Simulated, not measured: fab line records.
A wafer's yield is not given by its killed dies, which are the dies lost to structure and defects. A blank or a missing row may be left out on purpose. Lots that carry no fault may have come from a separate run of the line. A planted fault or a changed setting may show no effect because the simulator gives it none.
fab line records	flow nandHarc
record: lots: 14	wafers: 41	lastDay: 34
route steps=1302 shown P_BONDPAD@370 A_ONON_D1@436 A_CHANNEL_HOLE_D1@464 END@1302
lots untouched by any fault: they come from a run of this same line in which no faults occurred
startH: hours from the record's opening day to when the first of the lot's shown wafers began	waitH: hours from the lot's prior step to this one	" repeats the value in the row above	L1.1+2: one row covering several wafers at once	- no value, or no start given	* or withheld: withheld	< > ~ a bound
route shown NAME@n: NAME is a module with steps in the file, n the number in the route of the first one	usual: mean/standard deviation taken from wafers without a fault	same: alike in all rows	chamber/n: place in a boat	sites: the reading at each site	_std_site: standard deviation of those values	_edge_site: inner sites' mean taken away from outer sites' mean	radiusMm: for every site, how far away it sits from the centre of the wafer	mask NAME#n: copy n	behind: the most recent tool/chamber to have shaped the wafer	hold: reason for holding the lot/hours on hold/outcome of the hold	device: which transistor (n, p or np) failed to switch	end of line: tests of these same wafers at the route's end	a step without rows: its recipe alone	killed: dies that structure and defects cost at the first sort, which is not the same as the wafer's yield	map: dies across one wafer; x = killed, . = not, _ = none there
set.NAME: the setting that was run; set.NAME@STEP: the one run at that earlier step	model.NAME: the simulator's own value behind a step, which no gauge read
a sample of lots followed through the steps of the route, with each step as a table and each wafer as a row
services: when a tool's chamber went out of use (startH, in hours from the record's first day, below 0 if earlier), for how many hours, and the reason
== steps ==
step: NHARC_P_BONDPAD_CD_MEAS_13
usual: cdNm: 499.4/2.2
lot.wafer	tool	chamber	startH	waitH	cdNm
L979.1	cdSem-01	-	137.55	-	496.3
L979.3	"	-	"	"	497.8
L979.5	"	-	"	"	493.6
L980.1	cdSem-03	-	140.52	-	499.5
L980.3	"	-	"	"	501.0
L980.4	"	-	"	"	502.0
L982.3	cdSem-02	-	169.00	-	495.9
L982.5	"	-	"	"	500.2
L982.6	"	-	"	"	497.2
L983.3	cdSem-02	-	174.04	-	500.7
L983.4	"	-	"	"	496.7
L983.6	"	-	"	"	498.3
L984.1	cdSem-01	-	179.20	-	500.2
L984.4	"	-	"	"	498.9
L984.5	"	-	"	"	497.5
L985.2	cdSem-02	-	195.41	-	498.3
L985.4	"	-	"	"	502.1
L985.6	"	-	"	"	499.3
L989.2	cdSem-02	-	237.02	-	499.5
L989.3	"	-	"	"	498.5
L989.6	"	-	"	"	496.6
L990.4	cdSem-03	-	254.25	-	500.9
L990.5	"	-	"	"	502.2
L990.6	"	-	"	"	499.0
L991.2	cdSem-02	-	257.65	-	498.1
L991.5	"	-	"	"	500.7
L991.6	"	-	"	"	498.7
L994.3	cdSem-01	-	281.63	-	500.0
L994.4	"	-	"	"	498.9
L994.5	"	-	"	"	502.8
L999.4	cdSem-01	-	343.52	-	495.9
L999.5	"	-	"	"	495.6
L999.6	"	-	"	"	498.1
L100.5	cdSem-02	-	355.56	-	498.4
L100.6	"	-	"	"	499.4
L101.1	cdSem-01	-	357.94	-	501.8
L101.4	"	-	"	"	500.2
L101.5	"	-	"	"	498.6
L102.1	cdSem-01	-	365.37	-	497.6
L102.3	"	-	"	"	498.8
L102.5	"	-	"	"	502.8
step: NHARC_P_BONDPAD_INSPECT_23
usual: rawDefectCount: 323/120
lot.wafer	tool	chamber	startH	waitH	rawDefectCount
L979.1	defectInspect-01	-	139.78	0.0	284
L979.3	"	-	"	"	276
L979.5	"	-	"	"	234
L980.1	defectInspect-02	-	142.80	0.0	332
L980.3	"	-	"	"	338
L980.4	"	-	"	"	368
L982.3	defectInspect-02	-	171.27	0.0	273
L982.5	"	-	"	"	321
L982.6	"	-	"	"	392
L983.3	defectInspect-02	-	176.28	0.0	291
L983.4	"	-	"	"	391
L983.6	"	-	"	"	269
L984.1	defectInspect-01	-	181.59	0.0	325
L984.4	"	-	"	"	337
L984.5	"	-	"	"	376
L985.2	defectInspect-02	-	197.65	0.0	220
L985.4	"	-	"	"	180
L985.6	"	-	"	"	158
L989.2	defectInspect-01	-	239.24	0.0	192
L989.3	"	-	"	"	301
L989.6	"	-	"	"	246
L990.4	defectInspect-02	-	256.51	0.0	384
L990.5	"	-	"	"	240
L990.6	"	-	"	"	262
L991.2	defectInspect-01	-	259.93	0.0	388
L991.5	"	-	"	"	316
L991.6	"	-	"	"	269
L994.3	defectInspect-01	-	283.90	0.0	424
L994.4	"	-	"	"	297
L994.5	"	-	"	"	294
L999.4	defectInspect-01	-	345.76	0.0	371
L999.5	"	-	"	"	297
L999.6	"	-	"	"	260
L100.5	defectInspect-01	-	357.94	0.0	251
L100.6	"	-	"	"	570
L101.1	defectInspect-01	-	360.20	0.0	348
L101.4	"	-	"	"	206
L101.5	"	-	"	"	393
L102.1	defectInspect-01	-	367.63	0.0	158
L102.3	"	-	"	"	202
L102.5	"	-	"	"	180
step: NHARC_A_ONON_D1_DEP_16
recipe: targetThkA: 10000	n2FlowSccm: 2750	n2oFlowSccm: 2000	nh3FlowSccm: 500	sih4FlowSccm: 210	tempC: 400
usual: n2FlowSccm: 2749/8.1	n2oFlowSccm: 2000/6.2	nh3FlowSccm: 500.3/1.4
lot.wafer	tool	chamber	startH	waitH	n2FlowSccm	n2oFlowSccm	nh3FlowSccm
L980.1	pecvdOnon-03	0	173.03	0.1	2747	2001	502.4
L980.3	"	0	"	"	2763	1995	499.5
L980.4	"	0	"	"	2747	1998	502.6
L979.1	pecvdOnon-04	0	173.03	0.1	2757	1995	500.1
L979.3	"	0	"	"	2770	2002	500.6
L979.5	"	0	"	"	2756	2001	501.6
L982.3	pecvdOnon-04	0	208.15	0.2	2752	1997	499.7
L982.5	"	0	"	"	2752	2000	498.0
L982.6	"	0	"	"	2750	2001	499.8
L983.3	pecvdOnon-03	0	208.15	0.2	2752	1995	501.7
L983.4	"	0	"	"	2754	2003	501.7
L983.6	"	0	"	"	2748	2003	499.3
L984.1	pecvdOnon-04	0	214.71	0.1	2750	2002	501.2
L984.4	"	0	"	"	2746	2003	499.2
L984.5	"	0	"	"	2745	1998	500.0
L985.2	pecvdOnon-04	0	232.65	0.1	2755	1998	498.0
L985.4	"	0	"	"	2766	2005	498.1
L985.6	"	0	"	"	2763	2002	498.8
L989.2	pecvdOnon-03	0	271.46	0.1	2743	2009	498.4
L989.3	"	0	"	"	2751	2007	500.1
L989.6	"	0	"	"	2760	2005	500.1
L990.4	pecvdOnon-03	0	289.46	0.2	2750	1988	499.8
L990.5	"	0	"	"	2747	1999	499.7
L990.6	"	0	"	"	2746	1993	499.5
L991.2	pecvdOnon-03	0	296.64	0.1	2742	2005	500.0
L991.5	"	0	"	"	2744	2009	499.5
L991.6	"	0	"	"	2751	2007	500.5
L994.3	pecvdOnon-02	0	318.30	0.2	2752	1997	498.7
L994.4	"	0	"	"	2748	2000	501.5
L994.5	"	0	"	"	2750	1996	502.1
L999.4	pecvdOnon-03	0	379.20	0.2	2743	1989	501.2
L999.5	"	0	"	"	2741	1997	502.6
L999.6	"	0	"	"	2747	1993	501.6
L101.1	pecvdOnon-04	0	391.03	0.1	2743	2006	503.9
L101.4	"	0	"	"	2737	1998	501.4
L101.5	"	0	"	"	2750	2009	502.0
L100.5	pecvdOnon-03	0	391.22	0.3	2768	2003	499.3
L100.6	"	0	"	"	2743	1997	498.9
L102.1	pecvdOnon-03	0	404.11	0.1	2743	2001	498.3
L102.3	"	0	"	"	2748	1997	498.5
L102.5	"	0	"	"	2737	1999	500.7
step: NHARC_A_ONON_D1_THK_MEAS_18
recipe: thkMeasGauge: ellipsometry
usual: thkNm: 1000/9.3
lot.wafer	tool	chamber	startH	waitH	thkNm
L979.1	filmMetro-02	-	173.54	-	997
L979.3	"	-	"	"	996
L979.5	"	-	"	"	995
L980.1	filmMetro-01	-	173.54	-	996
L980.3	"	-	"	"	996
L980.4	"	-	"	"	996
L982.3	filmMetro-02	-	208.54	-	1009
L982.5	"	-	"	"	1008
L982.6	"	-	"	"	1007
L983.3	filmMetro-01	-	208.55	-	1007
L983.4	"	-	"	"	1009
L983.6	"	-	"	"	1007
L984.1	filmMetro-01	-	215.23	-	1001
L984.4	"	-	"	"	1003
L984.5	"	-	"	"	1000
L985.2	filmMetro-02	-	233.10	-	1010
L985.4	"	-	"	"	1012
L985.6	"	-	"	"	1009
L989.2	filmMetro-01	-	271.91	-	1009
L989.3	"	-	"	"	1008
L989.6	"	-	"	"	1007
L990.4	filmMetro-01	-	289.80	-	987
L990.5	"	-	"	"	987
L990.6	"	-	"	"	986
L991.2	filmMetro-02	-	297.09	-	996
L991.5	"	-	"	"	997
L991.6	"	-	"	"	997
L994.3	filmMetro-01	-	318.70	-	1006
L994.4	"	-	"	"	1006
L994.5	"	-	"	"	1007
L999.4	filmMetro-01	-	379.54	-	994
L999.5	"	-	"	"	669
L999.6	"	-	"	"	669
L100.5	filmMetro-01	-	391.50	-	656
L100.6	"	-	"	"	656
L101.1	filmMetro-02	-	391.53	-	985
L101.4	"	-	"	"	985
L101.5	"	-	"	"	986
L102.1	filmMetro-02	-	404.61	-	1006
L102.3	"	-	"	"	1007
L102.5	"	-	"	"	681
step: NHARC_A_CHANNEL_HOLE_D1_INSPECT_12
usual: rawDefectCount: 5.5/2.6
lot.wafer	tool	chamber	startH	waitH	rawDefectCount
L979.1	defectInspect-02	-	179.84	0.0	10
L979.3	"	-	"	"	8
L979.5	"	-	"	"	9
L980.1	defectInspect-01	-	180.35	0.0	4
L980.3	"	-	"	"	5
L980.4	"	-	"	"	7
L982.3	defectInspect-02	-	217.58	0.1	4
L982.5	"	-	"	"	3
L982.6	"	-	"	"	2
L983.3	defectInspect-01	-	217.92	0.0	5
L983.4	"	-	"	"	8
L983.6	"	-	"	"	5
L984.1	defectInspect-02	-	220.74	0.0	4
L984.4	"	-	"	"	5
L984.5	"	-	"	"	4
L985.2	defectInspect-02	-	238.74	0.0	6
L985.4	"	-	"	"	5
L985.6	"	-	"	"	9
L989.2	defectInspect-01	-	277.57	0.0	7
L989.3	"	-	"	"	6
L989.6	"	-	"	"	4
L990.4	defectInspect-02	-	298.53	0.0	7
L990.5	"	-	"	"	7
L990.6	"	-	"	"	12
L991.2	defectInspect-02	-	305.02	0.0	3
L991.5	"	-	"	"	5
L991.6	"	-	"	"	5
L994.3	defectInspect-01	-	325.48	0.0	5
L994.4	"	-	"	"	4
L994.5	"	-	"	"	5
L999.4	defectInspect-02	-	386.26	0.0	4
L101.1	defectInspect-01	-	400.24	0.0	7
L101.4	"	-	"	"	5
L101.5	"	-	"	"	1
L102.1	defectInspect-02	-	411.19	0.0	3
L102.3	"	-	"	"	4
step: NHARC_END_SORT_01
recipe: tempC: 25
usual: killedAtArray: 56/19	killedAtOther: 1.0/1.3	killedAtPeriphery: 3.8/2.2	killedDies: 61/19	killedOpen: 3.1/1.9	killedShort: 2.3/1.5
same: grossDies: 677
lot.wafer	tool	chamber	startH	waitH	killedAtArray	killedAtOther	killedAtPeriphery	killedDies	killedOpen	killedShort
L999.4	prober-02	0	753.08	3.4	32	0	7	39	2	2
L999.5	prober-02	0	753.87	3.7	671	2	4	677	4	4
L999.6	prober-02	0	754.67	4.0	670	3	4	677	6	4
L100.5	prober-02	0	775.70	3.7	670	1	6	677	2	1
L100.6	prober-02	0	776.49	4.0	674	0	3	677	1	1
L102.1	prober-02	0	803.74	2.5	70	0	2	72	1	0
L102.3	prober-02	0	805.33	3.1	73	1	3	77	3	5
L102.5	prober-02	0	806.93	3.7	673	3	1	677	5	3
killed by level:class
L999.4 A_CHANNEL_HOLE_D1:chamberFilmFlake=14 A_SLIT:chamberFilmFlake=5 P_ZERO_WELL:chamberFilmFlake=4 A_CONTACT:chamberFilmFlake=4 P_GATE:chamberFilmFlake=3 A_ONON_D1:geometricParticle:open=2 A_STAIRCASE:chamberFilmFlake=2 A_DECK1_JOINT:geometricParticle:short=1
L999.5 A_ONON_D1:areaDep=634 A_CHANNEL_HOLE_D1:chamberFilmFlake=15 A_SLIT:chamberFilmFlake=6 A_STAIRCASE:chamberFilmFlake=3 A_ONON_D2:geometricParticle:open=2 A_CHANNEL_FILL_D2:geometricParticle:short=2 P_GATE:chamberFilmFlake=2 THIN_TSV:chamberFilmFlake=2
L999.6 A_ONON_D1:areaDep=633 A_CHANNEL_HOLE_D1:chamberFilmFlake=12 A_SLIT:chamberFilmFlake=5 A_STAIRCASE:chamberFilmFlake=3 THIN_TSV:chamberFilmFlake=3 P_GATE:chamberFilmFlake=2 A_DECK1_JOINT:chamberFilmFlake=2 A_CHANNEL_FILL_D2:chamberFilmFlake=2
L100.5 A_ONON_D1:areaDep=622 A_SLIT:chamberFilmFlake=28 A_CHANNEL_HOLE_D1:chamberFilmFlake=10 A_CONTACT:chamberFilmFlake=6 P_ZERO_WELL:chamberFilmFlake=3 A_CHANNEL_FILL_D1:geometricParticle:short=1 A_ONON_D2:geometricParticle:open=1 A_SGD_CUT:geometricParticle:open=1
L100.6 A_ONON_D1:areaDep=619 A_SLIT:chamberFilmFlake=27 A_CHANNEL_HOLE_D1:chamberFilmFlake=11 A_CONTACT:chamberFilmFlake=7 A_ZERO_WELL:chamberFilmFlake=3 A_STAIRCASE:chamberFilmFlake=2 P_M0:geometricParticle:open=1 A_CHANNEL_FILL_D1:geometricParticle:short=1
L102.1 A_CHANNEL_HOLE_D2:chamberFilmFlake=29 A_SLIT:chamberFilmFlake=14 A_CHANNEL_HOLE_D1:chamberFilmFlake=12 A_CONTACT:chamberFilmFlake=8 A_STAIRCASE:chamberFilmFlake=3 A_CONTACT:geometricParticle:open=1 P_GATE:chamberFilmFlake=1 P_M2:chamberFilmFlake=1
L102.3 A_CHANNEL_HOLE_D2:chamberFilmFlake=28 A_CONTACT:chamberFilmFlake=14 A_CHANNEL_HOLE_D1:chamberFilmFlake=11 A_SLIT:chamberFilmFlake=7 A_CHANNEL_FILL_D2:chamberFilmFlake=2 A_STAIRCASE:chamberFilmFlake=2 P_GATE:geometricParticle:short=1 P_M0:geometricParticle:open=1
L102.5 A_ONON_D1:areaDep=589 A_CHANNEL_HOLE_D2:chamberFilmFlake=40 A_CHANNEL_HOLE_D1:chamberFilmFlake=16 A_CONTACT:chamberFilmFlake=11 A_SLIT:chamberFilmFlake=9 THIN_TSV:chamberFilmFlake=3 A_ONON_D2:geometricParticle:open=2 A_M0:geometricParticle:open=2
== services ==
tool	chamber	startH	hours	kind
pecvdOnon-02	-	185.09	13.0	pm
pecvdOnon-03	-	227.00	13.0	pm
pecvdOnon-04	-	311.46	13.0	pm
pecvdOnon-02	-	366.09	13.0	pm
== key ==
firstSign: step: NHARC_A_ONON_D1_THK_MEAS_18	reading: thkNm	direction: down	sigmas: 36	usual: 1000	struck: 666
effect: step: NHARC_END_SORT_01	reading: killedAtArray	direction: up	sigmas: 33	usual: 56	struck: 672
moreKillsBornAt: NHARC_A_ONON_D1_DEP_16@pecvdOnon-03: 3097
metAt NHARC_A_ONON_D1_DEP_16
struckLots L999,L100,L102
struckWafers L999.5,L999.6,L100.5,L100.6,L102.5
laterRowsLeftOut L999.5,L999.6,L100.5,L100.6,L102.5
testerLeftOut L999,L100,L102
notActingAt NHARC_P_BONDPAD_CD_MEAS_13,NHARC_P_BONDPAD_INSPECT_23,NHARC_A_CHANNEL_HOLE_D1_INSPECT_12
onsetBetween 296.64 379.20
fault: kind: processParameterDrift	tool: pecvdOnon-03	chamber: -	onsetH: 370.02	steps: NHARC_A_ONON_D1_DEP_16	channel: targetThkA	offset: *	shape: step	endH: 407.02	scope: struckWafersOnly	actsIn: *	stated: *
testerLeftOut: of these lots the tester's yield and bins aren't shown, on N5 and GAA mostly nor the transistor test; their killed dies are dies lost to structure and defects alone, not to doping, threshold or leakage, so they don't give the yield
laterRowsLeftOut: the simulator's readings of these wafers behind a module that went badly wrong aren't trusted and aren't shown, but for the sort
